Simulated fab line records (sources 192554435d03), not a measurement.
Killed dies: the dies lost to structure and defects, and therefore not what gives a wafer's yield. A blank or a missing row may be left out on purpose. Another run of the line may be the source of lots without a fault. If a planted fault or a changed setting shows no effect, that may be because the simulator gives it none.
A struck lot beside a sound one | flow n5 finfet | 37 out of 1938 route steps
Sound: these wafers, L356.1, L356.4, L356.6. Wafers struck: L365.1, L365.3, L365.5. At the end, the cause is stated.
Per side, at each step with rows, come the tool, then ch with its chambers, and then its first start. Under that, the readings that differ: sound wafers | struck wafers | difference of the means | sigmas: that difference in standard deviations of wafers without a fault.
alike: a reading whose means differ by less than 2 such deviations, as well as words and numbers matching on both sides. not compared: withheld readings; readings where some wafer has no value; bounds like >300 that might hide an equal value; numbers whose values overlap and for which the record gives no deviation.
The two part at a step that has a row with sigmas, a row that says differs or no value, or rows on one side only. Numbers that have no deviation but don't overlap get no sigmas and don't part them. A reading that every wafer of one side lacks parts them only if that side has two wafers or more.

first, 9 steps without rows for these wafers: N5_BEOL_M4_ANNEAL_95 (time 240 s); N5_BEOL_M4_SPUTTER_96 (material Cu, target thk 4.5 nm, time 8.29 s); N5_BEOL_M4_ECD_50 (material Cu, target thk 300 nm); N5_BEOL_M4_ANNEAL_51 (time 90 s); N5_BEOL_M4_CMP_52 (polishes, stops on SiOC, t overpolish 6.8 s, target thk 40 nm); N5_BEOL_M4_PRE_CLEAN_60 (time 15 s); N5_BEOL_M4_CO_CAP_55 (material Co, precursor CCTBA/H2, target thk 2 nm, time 102.1 s); N5_BEOL_M4_PRE_CLEAN_56 (time 15 s); N5_BEOL_M4_DEP_57 (deposits SiCN from 3MS/NH3, target thk 8 nm, time 14 s).
N5_BEOL_M4_RC_MEAS_101:
  sound on prober-02 ch 0, day 13 19:34; struck on prober-02 ch 0, day 10 17:20
  alike: DIBL_N, DIBL_P, IOFF_N, IOFF_P, ION_N, ION_P, SS_N, SS_P, VT_N, VT_P
then, 24 steps without rows for these wafers: N5_BEOL_M5_ILD_DEP_00 (deposits SiCOH lowk from DEMS/porogen, target thk 140.64 nm, time 25.9 s); N5_BEOL_M5_CURE_79 (cures SiCOH lowk, time 240 s); N5_BEOL_M5_PECVD_70 (deposits SiO2 from TEOS/O2, target thk 16 nm, time 18 s); N5_BEOL_M5_HM_DEP_02 (deposits TiN, target thk 20 nm); N5_BEOL_M5_COAT_59 (time 60 s, resist thk 60 nm); N5_BEOL_M5_COAT_60 (time 60 s, resist thk 12 nm); N5_BEOL_M5_COAT_71 (time 60 s, resist thk 5 nm); N5_BEOL_M5_COAT_05 (resist thk 30 nm); N5_BEOL_M5_EBR_07; N5_BEOL_M5_SOFTBAKE_06 (time 60 s); N5_BEOL_M5_EXPOSE_08 (exposes mask M5, target cd 28 nm); N5_BEOL_M5_PEB_09 (peb time 60 s); N5_BEOL_M5_DEVELOP_10 (develop time 30 s); N5_BEOL_M5_DESCUM_16 (chemistry O2, time 7 s); N5_BEOL_M5_ETCH_72 (etches underlayer in N2/H2, target depth 6.5 nm, time 5.2 s); N5_BEOL_M5_ETCH_61 (etches SiARC in CF4, target depth 15.6 nm, time 26 s); N5_BEOL_M5_ETCH_62 (etches SOC in N2/H2, target depth 75 nm, overetch 15 nm, time 112.5 s); N5_BEOL_M5_STRIP_63 (strips in N2/H2); N5_BEOL_M5_STRIP_73 (strips in N2/H2); N5_BEOL_M5_STRIP_64 (strips in CF4); N5_BEOL_M5_HM_OPEN_17 (chemistry Cl2/BCl3, target TiN, target depth 20 nm, overetch 6 nm); N5_BEOL_M5_STRIP_19 (strips in O2); N5_BEOL_M5_COAT_65 (time 60 s, resist thk 60 nm); N5_BEOL_M5_COAT_66 (time 60 s, resist thk 12 nm).
-- record jumps: 2 days separate the struck wafers' starts on either side; left off in module BEOL_M5, taken up again in module BEOL_M9, whose first shown step is the route's number 1439 --
N5_BEOL_M9_ETCH_65: etches SiARC in CF4, target depth 15.6 nm, time 26 s.
  sound on rie diel-05 ch 0,2,3, day 15 16:03; struck on rie diel-05 ch 1,3, day 13 00:23
  no value came back on the struck wafers for any of 8 readings (bias w (W), cf4 flow sccm (sccm) and others); on the sound wafers bias w (W) reads 35.94 36.15 35.84
  reading                                      | sound          | struck         | difference | sigmas
  model.CAR-EUV_of_BEOL_M9_COAT_22.thk nm (nm) | 11.2 11.2 11.2 | 20.2 20.4 20.4 | +9.1       |
  not compared: rf hours counter h
N5_BEOL_M9_ETCH_66: etches SOC in N2/H2, target depth 80 nm, overetch 16 nm, time 120 s.
  sound on rie diel-05 ch 0,2,3, day 15 16:05; struck on rie diel-05 ch 1,3, day 13 00:25
  reading               | sound          | struck         | difference | sigmas
  oes product au (a.u.) | 0.54 0.67 0.55 | 0.30 0.27 0.27 | -0.31      | -5
  alike: bias w, chamber pressure mTorr, drypump motor current A, rf vpp V, showerhead plenum p Torr, throttle valve pct
  not compared: rf hours counter h
-- record jumps: 2 days separate the struck wafers' starts on either side; left off in module BEOL_M9, taken up again in module PASSIVATION, whose first shown step is the route's number 1936 --
N5_PASSIVATION_PROBE_49:
  struck on prober-01, day 15 11:18; sound on prober-01, day 18 00:04
  reading                  | sound          | struck         | difference | sigmas
  defect limited yield (%) | 89.3 90.5 88.6 | 0 0 0          | -89        | -69
  killed_at_M4_up          | 21 20 21       | 1084 1093 1077 | +1064      | +99 or more
  killed at front end      | 52 59 57       | 34 38 30       | -22        | -2
  killed dies              | 126 112 135    | 1180 1180 1180 | +1056      | +70
  killed on rim            | 16 11 17       | 152 152 152    | +137       | +35
  sort_bin_5_function (%)  | 6.2 6.2 6.4    | 96.6 95.5 96.0 | +89.8      | +99 or more
  sort n pass              | 1054 1068 1045 | 0 0 0          | -1056      | -70
  sort yield pct (%)       | 89.3 90.5 88.6 | 0 0 0          | -89        | -69
  alike: killed_at_M0_to_M3, killed at contacts, killed at other, killed open, killed short, sort_bin_6_memory

== WHERE THEY PART ==
Earliest at N5_BEOL_M9_ETCH_65; latest, in this record, at N5_PASSIVATION_PROBE_49.

WHY: what had been put in by the simulator
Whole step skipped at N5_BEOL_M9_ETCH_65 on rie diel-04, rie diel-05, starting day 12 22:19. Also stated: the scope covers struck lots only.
